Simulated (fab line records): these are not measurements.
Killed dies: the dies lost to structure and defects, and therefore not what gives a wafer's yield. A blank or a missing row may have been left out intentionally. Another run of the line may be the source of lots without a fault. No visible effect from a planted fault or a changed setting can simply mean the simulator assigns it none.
Split-lot experiment    flow n5 finfet    21 wafers read across 7 lots, on a route 1938 steps long

== ABOUT THE SPLIT ==
At N5_GATE_CUT_COAT_07 (resist thk 30 nm), the setting spin rpm was moved away from the recipe's 1500 rpm on 3 of the 21 wafers read, by -4.0% to +10.5%. All remaining wafers had this setting at the recipe value.

== FROM THE SPLIT TO THE READING: what the file shows between them, 2 steps ==
- N5_GATE_CUT_EBR_09
- N5_GATE_CUT_SOFTBAKE_08: time 60 s

== THE READING ==
CAR-EUV_of_GATE_CUT_COAT_07.thk nm (the simulator's own value, which no gauge read), in nm, at N5_GATE_CUT_DESCUM_18 (chemistry O2, time 7 s). There is no usual value for it anywhere in the file. Here, 18 wafers ran the recipe; their average is 26.1 nm with a standard deviation of 0.099 nm.

wafer   tool, chamber at the split  spin rpm as run, rpm  against the recipe  CAR-EUV_of_GATE_CUT_COAT_07.thk nm, nm  against lot-mates on the recipe
L075.1  litho track-05, 0           1500                  recipe              26.2                                    -
L075.5  litho track-05, 0           1500                  recipe              26.2                                    -
L075.6  litho track-05, 0           1500                  recipe              26.2                                    -
L076.1  litho track-03, 0           1500                  recipe              26                                      -
L076.3  litho track-03, 0           1500                  recipe              26                                      -
L076.6  litho track-03, 0           1500                  recipe              26                                      -
L078.4  litho track-05, 0           1569                  +4.6%               25.4                                    -0.6
L078.5  litho track-05, 0           1500                  recipe              26                                      -
L078.6  litho track-05, 0           1500                  recipe              26                                      -
L081.2  litho track-03, 0           1500                  recipe              26.2                                    -
L081.5  litho track-03, 0           1500                  recipe              26.2                                    -
L081.4  litho track-03, 0           1500                  recipe              26                                      -
L085.1  litho track-03, 0           1500                  recipe              26                                      -
L085.5  litho track-03, 0           1500                  recipe              26                                      -
L085.3  litho track-03, 0           1440                  -4.0%               26.8                                    +0.8
L090.1  litho track-05, 0           1500                  recipe              26                                      -
L090.4  litho track-05, 0           1500                  recipe              26                                      -
L090.5  litho track-05, 0           1657                  +10.5%              24.6                                    -1.4
L095.1  litho track-04, 0           1500                  recipe              26.2                                    -
L095.2  litho track-04, 0           1500                  recipe              26.2                                    -
L095.3  litho track-04, 0           1500                  recipe              26.2                                    -

THE FIT
A straight line over all 21 wafers: CAR-EUV_of_GATE_CUT_COAT_07.thk nm changes by -0.148 nm for each +1% of spin rpm; r = -0.97; the points scatter about the line by 0.1 nm.
The same after taking each lot's own level away (the mean of its wafers on the recipe; 21 wafers): -0.142 nm for each +1%; r = -0.99; scatter 0.067 nm.
Per that fit: largest spin rpm move, reading shift of 1.5 nm.
The lots' own levels span 26.00 to 26.20 nm, that is 2.0 times the standard deviation above.
Hence the lot-to-lot level has little effect on the slope; both slopes agree.
Check: with one of the wafers moved furthest among these (+10.5%) left out of the fit, the line predicts -1.67 nm for it against its lot-mates. It came out at -1.4 nm against them.

== THE WHOLE CHAIN: every reading that the file lists as answering this split, in the file's order ==
step                   what it does            reading                                                                              change (the file's fit)                r (the file's)
N5_GATE_CUT_COAT_07    resist thk 30 nm        CAR-EUV_of_GATE_CUT_COAT_07.thk nm (the simulator's own value, which no gauge read)  -0.149 nm for each +1% of the setting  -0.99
N5_GATE_CUT_DESCUM_18  chemistry O2, time 7 s  CAR-EUV_of_GATE_CUT_COAT_07.thk nm (the simulator's own value, which no gauge read)  -0.141 nm for each +1% of the setting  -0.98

== FILE'S OWN FIT ==
CAR-EUV_of_GATE_CUT_COAT_07.thk nm changes by -0.141 nm for each +1% of spin rpm, r = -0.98.
